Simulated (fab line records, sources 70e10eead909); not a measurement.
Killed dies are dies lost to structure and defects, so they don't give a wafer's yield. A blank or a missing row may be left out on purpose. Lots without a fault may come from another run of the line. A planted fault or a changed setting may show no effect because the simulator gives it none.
fab line records | flow nand_harc
record lots=12 wafers=36 last_day=31
route steps=1302 shown A_CONTACT@1063
lots that met no fault: from a run of the same line without faults
start_h: hours from the record's first day to the start of the lot's first wafer shown | wait_h: hours since the lot's step before | " the same as in the row above | L1.1+2: a row that stands for several wafers | - no value, or no start given | * or withheld: withheld | < > ~ a bound
route shown NAME@n: a module of which the file shows steps, and the number in the route of the first | usual: mean/standard deviation of fault-free wafers | same: alike in all rows | chamber/n: place in a boat | sites: the reading at each site | _std_site: their standard deviation | _edge_site: outer sites' mean less inner sites' | radius_mm: how far each site lies from the wafer's centre | mask NAME#n: copy n | behind: the tool/chamber that last shaped the wafer | hold: why the lot was held/for how many hours/how that ended | device: the transistor (n, p or np) that didn't switch | end of line: the same wafers' tests at the end of the route | a step without rows: its recipe alone | killed: dies lost to structure and defects at the first sort, not the wafer's yield | map: a wafer's dies, x killed, . not, _ none there
set.NAME: the setting as run; set.NAME@STEP: as run at that earlier step | model.NAME: the simulator's own value behind a step, which no gauge read
steps of the route over a sample of lots; a table a step, a row a wafer
services: from which hour (start_h, from the record's first day; less than 0 if before it) a tool's chamber was out of use, for how many hours, and why
## steps
# step NHARC_A_CONTACT_ETCH_106
# recipe target_depth_a=900 overetch_a=90 time_s=49.5 ion_energy_ev=100 cf4_flow_sccm=80 o2_flow_sccm=20 ar_flow_sccm=0 rf_w=300 bias_w=100 chemistry=CF4/O2
# usual drypump_motor_current_A=5.6/0.37 oes_product_au=1.003/0.015 rf_vpp_V=198.2/1.6 run_length_s=70.9/0.31 showerhead_plenum_p_Torr=1.35/0.074 throttle_valve_pct=13.397/0.0087
# columns lot.wafer tool chamber start_h wait_h drypump_motor_current_A oes_product_au rf_hours_counter_h rf_vpp_V run_length_s showerhead_plenum_p_Torr throttle_valve_pct
L247.1 rie_diel-04 2 518.62 0.0 5.6 0.999 50 195.6 70.6 1.24 13.396
L247.3 " 3 " " 6.1 1.000 47 196.4 70.6 1.26 13.405
L247.6 " 2 " " 5.6 0.997 - 195.4 70.9 1.24 13.420
L250.3 rie_diel-13 0 533.56 0.1 5.6 1.017 2 196.6 70.8 1.32 13.402
L250.1 " 1 " " 5.9 0.992 2 198.0 70.7 1.25 13.391
L250.2 " 2 " " 5.2 1.027 2 198.0 70.7 1.38 13.396
L251.4 rie_diel-05 2 545.07 0.1 5.1 1.020 22 195.5 71.0 1.25 13.413
L251.2 " 1 " " 6.2 1.000 25 199.2 71.1 1.44 13.403
L251.6 " 3 " " 5.4 1.001 - 198.4 70.7 1.30 13.407
L253.1 rie_diel-04 3 575.08 0.1 6.2 1.030 9 196.1 70.6 1.26 13.393
L253.3 " 2 " " 5.6 0.988 11 199.9 71.0 1.44 13.387
L253.6 " 0 " " 5.7 1.039 - 200.7 70.7 1.40 13.405
L255.2 rie_diel-13 2 591.79 0.1 5.2 1.014 24 198.3 70.9 1.37 13.386
L255.4 " 1 " " 5.9 0.988 - 197.6 70.4 1.25 13.388
L255.6 " 2 " " 5.2 1.028 - 199.7 70.4 1.37 13.401
L256.3 rie_diel-13 0 592.33 0.1 5.6 1.014 23 197.4 70.7 1.32 13.391
L256.1 " 2 " " 5.2 1.027 25 198.2 70.5 1.37 13.385
L256.4 " 3 " " 5.2 1.019 - 199.1 70.7 1.40 13.391
L254.2 rie_diel-13 3 594.05 0.1 5.2 1.008 24 198.6 70.9 1.40 13.383
L254.4 " 0 " " 5.6 1.005 - 197.7 70.6 1.32 13.395
L254.5 " 2 " " 5.2 1.010 - 198.6 71.0 1.37 13.404
L259.1 rie_diel-13 1 612.26 0.0 5.9 0.982 29 197.1 70.5 1.24 13.400
L259.5 " 1 " " 5.8 0.994 - 198.5 70.5 1.24 13.398
L259.6 " 2 " " 5.2 1.023 - 198.8 70.5 1.37 13.393
L260.3 rie_diel-04 1 630.63 0.1 5.4 0.964 27 196.4 70.8 1.30 13.406
L260.1 " 2 " " 5.6 0.988 28 201.6 70.9 1.44 13.388
L260.6 " 1 " " 5.4 0.952 - 197.0 71.6 1.30 13.388
L262.3 rie_diel-05 2 645.46 0.1 5.1 0.990 10 197.1 71.3 1.24 13.401
L262.5 " 0 " " 6.0 0.987 - 200.2 71.0 1.44 13.391
L262.6 " 1 " " 6.2 0.995 - 200.8 71.6 1.44 13.397
L263.2 rie_diel-13 1 671.25 0.1 5.8 0.988 54 196.0 71.1 1.24 13.404
L263.3 " 2 " " 5.2 1.022 53 199.3 70.7 1.36 13.398
L263.4 " 0 " " 5.6 1.011 55 197.8 70.3 1.31 13.395
L266.1 rie_diel-05 2 697.63 0.1 5.1 0.992 20 195.4 71.5 1.24 13.413
L266.3 " 3 " " 5.4 1.004 21 196.9 70.7 1.30 13.396
L266.6 " 2 " " 5.1 1.007 - 194.7 71.2 1.24 13.402
# step NHARC_A_CONTACT_CD_MEAS_08
# recipe target_cd_nm=200 landing_energy_ev=500
# usual cd_nm=200.0/0.64
# columns lot.wafer tool chamber start_h wait_h cd_nm
L247.1 cd_sem-02 0 521.80 - 199.0
L247.3 " 0 " " 201.0
L247.6 " 0 " " 200.9
L250.1 cd_sem-03 0 536.83 - 199.9
L250.2 " 0 " " 199.6
L250.3 " 0 " " 200.4
L251.2 cd_sem-01 0 548.08 - 200.0
L251.4 " 0 " " 199.4
L251.6 " 0 " " 200.4
L253.1 cd_sem-01 0 579.28 - 199.3
L253.3 " 0 " " 199.0
L253.6 " 0 " " 199.3
L255.2 cd_sem-01 0 595.59 - 200.3
L255.4 " 0 " " 200.3
L255.6 " 0 " " 201.0
L256.1 cd_sem-02 0 595.79 - 200.5
L256.3 " 0 " " 200.2
L256.4 " 0 " " 200.9
L254.2 cd_sem-02 0 597.64 - 199.8
L254.4 " 0 " " 200.4
L254.5 " 0 " " 200.4
L259.1 cd_sem-01 0 620.43 - 199.7
L259.5 " 0 " " 199.9
L259.6 " 0 " " 200.0
L260.1 cd_sem-01 0 633.67 - 201.0
L260.3 " 0 " " 200.2
L260.6 " 0 " " 200.1
L262.3 cd_sem-03 0 648.57 - 199.7
L262.5 " 0 " " 200.9
L262.6 " 0 " " 199.6
L263.2 cd_sem-03 0 675.86 - 200.2
L263.3 " 0 " " 200.1
L263.4 " 0 " " 199.9
L266.1 cd_sem-01 0 700.77 - 199.3
L266.3 " 0 " " 200.4
L266.6 " 0 " " 200.0
# step NHARC_A_CONTACT_ETCH_88
# recipe target_depth_a=390 over_etch_frac=0.3 time_s=65 ion_energy_ev=80 cf4_flow_sccm=150 ar_flow_sccm=0 rf_w=300 bias_w=100 chemistry=CF4
# usual drypump_motor_current_A=5.7/0.41 oes_product_au=1.000/0.013 rf_vpp_V=151.7/1.5 run_length_s=86.45/0.26 showerhead_plenum_p_Torr=1.80/0.1 throttle_valve_pct=13.283/0.0094
# columns lot.wafer tool chamber start_h wait_h drypump_motor_current_A oes_product_au rf_hours_counter_h rf_vpp_V run_length_s showerhead_plenum_p_Torr throttle_valve_pct
L247.1 rie_diel-05 2 522.24 0.1 5.1 1.009 17 150.3 86.29 1.66 13.274
L247.3 " 0 " " 6.0 1.002 21 151.6 86.35 1.90 13.296
L247.6 " 3 " " 5.4 1.012 - 151.3 86.06 1.73 13.287
L250.3 rie_diel-05 0 537.10 0.1 6.0 0.989 24 152.0 86.45 1.90 13.282
L250.1 " 1 " " 6.2 1.011 22 152.5 86.40 1.90 13.281
L250.2 " 3 " " 5.4 1.006 21 149.8 86.05 1.73 13.288
L251.4 rie_diel-05 2 548.36 0.1 5.1 1.010 23 150.9 86.45 1.66 13.284
L251.2 " 0 " " 6.0 1.001 26 152.4 86.52 1.90 13.291
L251.6 " 1 " " 6.2 1.011 - 153.3 86.33 1.90 13.277
L253.3 rie_diel-05 1 579.56 0.1 6.2 0.993 30 153.4 86.63 1.90 13.271
L253.1 " 2 " " 5.1 1.009 27 150.3 86.70 1.66 13.282
L253.6 " 0 " " 6.0 1.007 - 153.9 86.42 1.90 13.281
L255.4 rie_diel-05 1 595.85 0.1 6.2 1.007 1 152.9 86.35 1.90 13.292
L255.2 " 2 " " 5.2 0.980 1 149.7 86.79 1.66 13.278
L255.6 " 1 " " 6.2 1.009 - 153.0 87.13 1.90 13.275
L256.3 rie_diel-05 0 596.24 0.1 6.0 0.986 1 153.8 87.17 1.90 13.278
L256.4 " 2 " " 5.2 0.997 1 149.0 86.36 1.66 13.282
L256.1 " 3 " " 5.4 1.021 1 151.8 86.09 1.73 13.287
L254.4 rie_diel-04 1 598.11 0.1 5.4 0.992 18 151.4 86.63 1.73 13.272
L254.2 " 2 " " 5.6 0.989 20 151.3 86.34 1.90 13.295
L254.5 " 1 " " 5.4 0.987 - 152.0 86.58 1.73 13.267
L259.1 rie_diel-04 0 620.71 0.1 5.7 1.014 20 152.0 86.17 1.85 13.272
L259.6 " 2 " " 5.6 0.986 - 153.5 86.72 1.90 13.274
L259.5 " 3 " " 6.2 0.986 - 150.3 86.30 1.67 13.278
L260.1 rie_diel-05 2 633.96 0.1 5.2 0.982 7 149.6 86.33 1.65 13.276
L260.3 " 3 " " 5.4 0.990 8 149.7 86.32 1.72 13.290
L260.6 " 1 " " 6.2 0.981 - 152.7 86.36 1.90 13.281
L262.3 rie_diel-05 2 648.84 0.1 5.2 0.999 11 149.7 86.48 1.65 13.273
L262.6 " 1 " " 6.2 0.998 - 152.1 86.36 1.90 13.293
L262.5 " 2 " " 5.2 1.001 - 150.4 86.53 1.65 13.271
L263.3 rie_diel-05 0 676.13 0.1 6.0 0.998 15 153.5 86.35 1.89 13.286
L263.2 " 1 " " 6.2 1.016 13 153.3 86.53 1.90 13.270
L263.4 " 2 " " 5.2 0.993 14 150.2 86.32 1.65 13.278
L266.1 rie_diel-05 0 701.05 0.1 6.0 0.999 20 152.8 86.33 1.89 13.277
L266.3 " 2 " " 5.2 0.983 20 150.4 72.48 1.65 13.303
L266.6 " 0 " " 6.0 1.003 - 152.8 86.25 1.89 13.291
# step NHARC_A_CONTACT_ETCH_139
# recipe source_w=withheld pressure_mtorr=20 bias_v=400 time_s=195 target_depth_a=8400 ar_flow_sccm=withheld c4f8_flow_sccm=11.5 o2_flow_sccm=7.2 chemistry=C4F8/O2/Ar
# usual run_length_s=226.5/0.49
# columns lot.wafer tool chamber start_h wait_h rf_hours_counter_h run_length_s
L247.1 har_cap_etch-03 1 524.85 0.2 50 226.3
L247.3 " 1 " " - 227.0
L247.6 " 1 " " - 226.5
L250.1 har_cap_etch-02 1 539.42 0.2 91 226.6
L250.2 " 0 " " 91 225.8
L250.3 " 0 " " - 226.0
L251.2 har_cap_etch-01 1 550.67 0.2 7 225.8
L251.4 " 0 " " - 227.3
L251.6 " 0 " " - 226.9
L253.1 har_cap_etch-02 1 583.12 0.3 99 227.0
L253.3 " 1 " " - 227.1
L253.6 " 1 " " - 227.0
L256.1 har_cap_etch-01 0 598.80 0.2 16 227.0
L256.4 " 1 " " - 225.9
L256.3 " 0 " " - 227.0
L255.2 har_cap_etch-02 0 599.03 0.3 102 225.8
L255.4 " 0 " " - 225.8
L255.6 " 0 " " - 225.9
L254.2 har_cap_etch-03 1 600.50 0.2 65 226.6
L254.4 " 0 " " - 226.5
L254.5 " 0 " " - 226.2
L259.1 har_cap_etch-01 0 623.01 0.2 22 226.9
L259.5 " 0 " " - 226.9
L259.6 " 1 " " - 225.9
L260.1 har_cap_etch-03 1 636.35 0.2 70 226.3
L260.3 " 1 " " - 226.9
L260.6 " 1 " " - 226.7
L262.3 har_cap_etch-02 0 651.32 0.2 - 225.9
L262.6 " 1 " " - 226.6
L262.5 " 0 " " - 225.9
L263.2 har_cap_etch-01 0 678.47 0.2 31 226.9
L263.3 " 0 " " - 227.7
L263.4 " 1 " " - 225.8
L266.1 har_cap_etch-03 1 703.42 0.2 81 226.4
L266.3 " 1 " " - 226.9
L266.6 " 1 " " - 226.6
## services
# columns tool chamber start_h hours kind
har_cap_etch-01 - 497.00 17.0 pm
rie_diel-05 0 515.29 - clean
rie_diel-05 1 515.29 - clean
rie_diel-05 2 515.29 - clean
rie_diel-05 3 515.29 - clean
rie_diel-13 - 519.23 9.0 pm
rie_diel-05 3 527.51 9.3 repair
rie_diel-05 2 531.77 4.5 repair
rie_diel-04 - 534.14 9.0 pm
rie_diel-05 0 539.79 - clean
rie_diel-05 1 539.79 - clean
rie_diel-05 2 539.79 - clean
rie_diel-05 3 539.79 - clean
rie_diel-13 0 543.73 4.0 repair
rie_diel-05 2 551.06 3.3 repair
rie_diel-05 0 551.64 4.9 repair
rie_diel-05 0 564.29 - clean
rie_diel-05 1 564.29 - clean
rie_diel-05 - 584.45 9.0 pm
har_cap_etch-01 - 619.20 0.5 repair
rie_diel-13 0 650.82 5.1 repair
rie_diel-04 0 672.65 1.5 repair
rie_diel-04 0 690.96 3.1 repair
rie_diel-13 - 696.23 9.0 pm
## key
first_sign step=NHARC_A_CONTACT_ETCH_88 reading=run_length_s direction=down sigmas=54 usual=* struck=*
effect none on later readings
met_at NHARC_A_CONTACT_ETCH_88
struck_lots L266
struck_wafers L266.3
tester_left_out L266
not_acting_at NHARC_A_CONTACT_ETCH_106,NHARC_A_CONTACT_CD_MEAS_08,NHARC_A_CONTACT_ETCH_139
onset_between 676.13 701.05
fault kind=process_parameter_drift tool=rie_diel-05 chamber=2 onset_h=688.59 steps=NHARC_A_CONTACT_ETCH_88 channel=time_s offset=* shape=step acts_in=* stated=*
# tester_left_out: of these lots the tester's yield and bins aren't shown, on N5 and GAA mostly nor the transistor test; their killed dies are dies lost to structure and defects alone, not to doping, threshold or leakage, so they don't give the yield
